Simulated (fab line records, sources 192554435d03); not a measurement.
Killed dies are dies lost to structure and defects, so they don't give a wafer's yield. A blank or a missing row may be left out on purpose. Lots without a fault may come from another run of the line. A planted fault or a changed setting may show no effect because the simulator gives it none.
Split-lot experiment | flow n5_finfet | 7 lots, 39 wafers read, on a route of 1938 steps

THE SPLIT
At N5_SD_EPI_N_EPI_21 (deposits Si:P, time 690 s), the setting time_s was moved away from the recipe's 690 s on 18 of the 39 wafers read, by -47.3% to +53.8%. The other wafers ran this setting at the recipe's value.

FROM THE SPLIT TO THE READING: what the file shows between them, 1 step
- N5_SD_EPI_N_EPI_MEAS_23

THE READING
Si-P_of_SD_EPI_N_EPI_21.thk_nm (the simulator's own value, which no gauge read), in nm, at N5_SD_EPI_N_PRECLEAN_24 (cleans in O3/DIW, time 60 s). The file gives no usual value for it. The 21 wafers here that ran the recipe average 58.1 nm, standard deviation 0.53 nm.

wafer  | tool, chamber at the split | time_s as run, s | against the recipe | Si-P_of_SD_EPI_N_EPI_21.thk_nm, nm | against lot-mates on the recipe
L074.1 | epi_rpcvd-03, 0            | 920.8            | +33.4%             | 71                                 | +13.1
L074.2 | epi_rpcvd-03, 0            | 920.8            | +33.4%             | 71.2                               | +13.3
L074.3 | epi_rpcvd-03, 0            | 690              | recipe             | 57.8                               | -
L074.4 | epi_rpcvd-03, 0            | 690              | recipe             | 58.2                               | -
L074.5 | epi_rpcvd-03, 0            | 920.8            | +33.4%             | 70.8                               | +12.9
L074.6 | epi_rpcvd-03, 0            | 690              | recipe             | 57.6                               | -
L075.1 | epi_rpcvd-03, 0            | 806.7            | +16.9%             | 63.6                               | +5.3
L075.2 | epi_rpcvd-03, 0            | 690              | recipe             | 59                                 | -
L075.3 | epi_rpcvd-03, 0            | 806.7            | +16.9%             | 64.6                               | +6.3
L075.4 | epi_rpcvd-03, 0            | 806.7            | +16.9%             | 65                                 | +6.7
L075.5 | epi_rpcvd-03, 0            | 690              | recipe             | 58                                 | -
L075.6 | epi_rpcvd-03, 0            | 690              | recipe             | 57.8                               | -
L077.1 | epi_rpcvd-02, 0            | 390.2            | -43.4%             | 35.2                               | -22.6
L077.2 | epi_rpcvd-02, 0            | 390.2            | -43.4%             | 35.8                               | -22.0
L077.3 | epi_rpcvd-02, 0            | 390.2            | -43.4%             | 35.4                               | -22.4
L077.4 | epi_rpcvd-02, 0            | 690              | recipe             | 57.8                               | -
L077.5 | epi_rpcvd-02, 0            | 690              | recipe             | 58.4                               | -
L077.6 | epi_rpcvd-02, 0            | 690              | recipe             | 57.2                               | -
L078.1 | epi_rpcvd-02, 0            | 1022             | +48.1%             | 76.4                               | +18.5
L078.2 | epi_rpcvd-02, 0            | 1022             | +48.1%             | 77.4                               | +19.5
L078.3 | epi_rpcvd-02, 0            | 690              | recipe             | 57.6                               | -
L078.4 | epi_rpcvd-02, 0            | 1022             | +48.1%             | 77.6                               | +19.7
L078.5 | epi_rpcvd-02, 0            | 690              | recipe             | 58                                 | -
L078.6 | epi_rpcvd-02, 0            | 690              | recipe             | 58.2                               | -
L079.2 | epi_rpcvd-02, 0            | 690              | recipe             | 58.4                               | -
L079.5 | epi_rpcvd-02, 0            | 690              | recipe             | 58.2                               | -
L079.6 | epi_rpcvd-02, 0            | 690              | recipe             | 58.6                               | -
L089.1 | epi_rpcvd-01, 0            | 690              | recipe             | 58.4                               | -
L089.4 | epi_rpcvd-01, 0            | 690              | recipe             | 58.4                               | -
L089.2 | epi_rpcvd-01, 0            | 1061             | +53.8%             | 79.8                               | +21.1
L089.3 | epi_rpcvd-01, 0            | 1061             | +53.8%             | 79                                 | +20.3
L089.5 | epi_rpcvd-01, 0            | 690              | recipe             | 59.2                               | -
L089.6 | epi_rpcvd-01, 0            | 1061             | +53.8%             | 80.4                               | +21.7
L097.1 | epi_rpcvd-03, 0            | 690              | recipe             | 58.2                               | -
L097.2 | epi_rpcvd-03, 0            | 690              | recipe             | 58.8                               | -
L097.3 | epi_rpcvd-03, 0            | 363.7            | -47.3%             | 33                                 | -25.0
L097.4 | epi_rpcvd-03, 0            | 363.7            | -47.3%             | 33.2                               | -24.8
L097.5 | epi_rpcvd-03, 0            | 690              | recipe             | 57                                 | -
L097.6 | epi_rpcvd-03, 0            | 363.7            | -47.3%             | 32.8                               | -25.2

THE FIT
A straight line over all 39 wafers: Si-P_of_SD_EPI_N_EPI_21.thk_nm changes by +0.453 nm for each +1% of time_s; r = +0.99; the points scatter about the line by 1.5 nm.
The same after taking each lot's own level away (the mean of its wafers on the recipe; 39 wafers): +0.449 nm for each +1%; r = +0.99; scatter 1.5 nm.
On that fit, the largest move of time_s shifts the reading by 24 nm.
The lots' own levels span 57.80 to 58.67 nm, that is 1.6 times the standard deviation above.
So the lot-to-lot level changes the slope little: the two slopes agree.
Check: with one of the wafers moved furthest among these (+53.8%) left out of the fit, the line predicts +23.2 nm for it against its lot-mates. It came out at +21.1 nm against them.

OTHER SPLITS ON THESE WAFERS
These wafers also went through other splits before the reading. Each is held against what the fit with the lots' levels taken away leaves over:
other split on the same wafers          | wafers away from the commonest value | r with Si-P_of_SD_EPI_N_EPI_21.thk_nm (lot level and that fit taken away)
N5_FIN_SAQP_SPACER2_ALD_28 target_thk_a | 12                                   | +0.03

THE WHOLE CHAIN: every reading that the file lists as answering this split, in the file's order
step                        | what it does                 | reading                                                                         | change (the file's fit)                                                              | r (the file's)
N5_SD_EPI_N_EPI_21          | deposits Si:P, time 690 s    | Si-P_of_SD_EPI_N_EPI_21.thk_nm (the simulator's own value, which no gauge read) | +0.445 nm for each +1% of the setting                                                | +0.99
N5_SD_EPI_N_EPI_MEAS_23     |                              | thk_nm                                                                          | withheld for each +1% of the setting                                                 | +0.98
N5_SD_EPI_N_PRECLEAN_24     | cleans in O3/DIW, time 60 s  | Si-P_of_SD_EPI_N_EPI_21.thk_nm (the simulator's own value, which no gauge read) | +0.443 nm for each +1% of the setting                                                | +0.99
N5_SD_ACTIVATION_RS_MEAS_03 | measures by four-point-probe | RS_SD_N                                                                         | not straight: 38.72 at the lowest setting, 22.11 at the recipe, 16.09 at the highest | not given

THE FILE'S OWN FIT
Si-P_of_SD_EPI_N_EPI_21.thk_nm changes by +0.443 nm for each +1% of time_s, r = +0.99.
